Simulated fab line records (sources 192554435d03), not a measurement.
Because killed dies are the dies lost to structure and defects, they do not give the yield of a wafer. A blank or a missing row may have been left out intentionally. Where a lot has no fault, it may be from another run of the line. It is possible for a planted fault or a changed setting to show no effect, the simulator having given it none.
Chamber matching | flow n5-finfet | rie-diel-01 running N5_BEOL_M10_STRIP_19: 4 sister chambers
The step strips in O2. 4 wafers are shown with their chamber, then 9 later ones without.

== WAFERS WITH THEIR CHAMBER ==
wafer  | chamber | drypump-motor-current-A (A)
L084.1 | 3       | 6.2
L086.3 | 0       | 5.6
L086.4 | 2       | 5.0
L086.5 | 1       | 5.6

== WAFERS WITH NO CHAMBER GIVEN ==
wafer  | drypump-motor-current-A (A)
L092.4 | 6.2
L092.5 | 5.0
L092.6 | 6.2
L095.1 | 5.7
L095.2 | 6.2
L095.3 | 5.6
L097.1 | 5.1
L097.3 | 6.2
L097.6 | 6.2

== WHICH CHAMBER EACH WENT THROUGH ==
wafer  | from the rows above     | in truth
L092.4 | 3                       | 3
L092.5 | 2                       | 2
L092.6 | 3                       | 3
L095.1 | can't be placed: 0 or 1 | 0
L095.2 | 3                       | 3
L095.3 | can't be placed: 0 or 1 | 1
L097.1 | 2                       | 2
L097.3 | 3                       | 3
L097.6 | 3                       | 3
Correctly placed: 7 of 9. From these rows, 2 cannot be placed; in 2 the true chamber is one of the candidates. Wrongly placed: 0.
How it was worked out, from the rows above alone: a wafer's distance from a chamber is the root of the sum, over the readings, of the square of ((its reading less the chamber's mean) divided by the reading's scatter). The wafer belongs to the nearest chamber; if the next one is less than 2 further off, it can't be placed. The mean given for a chamber averages the wafers shown for that chamber. The scatter (one wafer shown for each chamber): square how far every hidden wafer sits from the nearest shown wafer, average those squares and take the square root.
